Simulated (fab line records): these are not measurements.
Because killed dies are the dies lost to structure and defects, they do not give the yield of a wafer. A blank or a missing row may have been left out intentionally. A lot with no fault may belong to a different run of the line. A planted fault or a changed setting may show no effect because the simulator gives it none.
Chamber matching -- flow n5-finfet -- ald-sin-03 running N5_FIN_SAQP_SPACER1_ALD_24: 4 sister chambers
The step deposits SiO2, target thk 20.3 nm, pulse time 1 s, purge time 2 s. 8 wafers are shown with their chamber, then 7 later ones without.

WAFERS WITH THEIR CHAMBER
wafer,chamber,heater-power-w (W),precursor-pulse-height-rel
L077.4,0,561,0.999
L086.5,0,539,1.002
L089.6,2,473,0.992
L092.1,3,494,1.000
L092.2,1,472,0.992
L092.6,3,486,1.024
L093.1,1,480,0.986
L093.4,2,485,0.988

WAFERS MISSING THEIR CHAMBER
wafer,heater-power-w (W),precursor-pulse-height-rel
L093.6,477,0.994
L096.2,513,1.000
L096.4,544,0.984
L096.5,564,1.008
L097.2,479,0.984
L097.3,470,1.018
L097.6,550,0.987

THE CHAMBER EACH PASSED THROUGH
wafer,from the rows above,in truth
L093.6,can't be placed: 2 or 1 or 3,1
L096.2,can't be placed: 3 or 2 or 0 or 1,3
L096.4,0,0
L096.5,0,0
L097.2,can't be placed: 1 or 2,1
L097.3,can't be placed: 3 or 2 or 1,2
L097.6,0,0
Placed correctly: 3 of 7. These rows do not allow placing 4 (true chamber among the candidates in 4). 0 placed wrongly.
How it was worked out, from the rows above alone: a wafer's distance from a chamber is the root of the sum, over the readings, of the square of ((its reading less the chamber's mean) divided by the reading's scatter). The wafer belongs to the nearest chamber; if the next one is less than 2 further off, it can't be placed. For every chamber, the mean is computed from those of its wafers that are shown. The scatter is the square root of a quotient: the sum, over the shown wafers, of each reading's squared deviation from its chamber's mean, divided by wafers minus chambers.
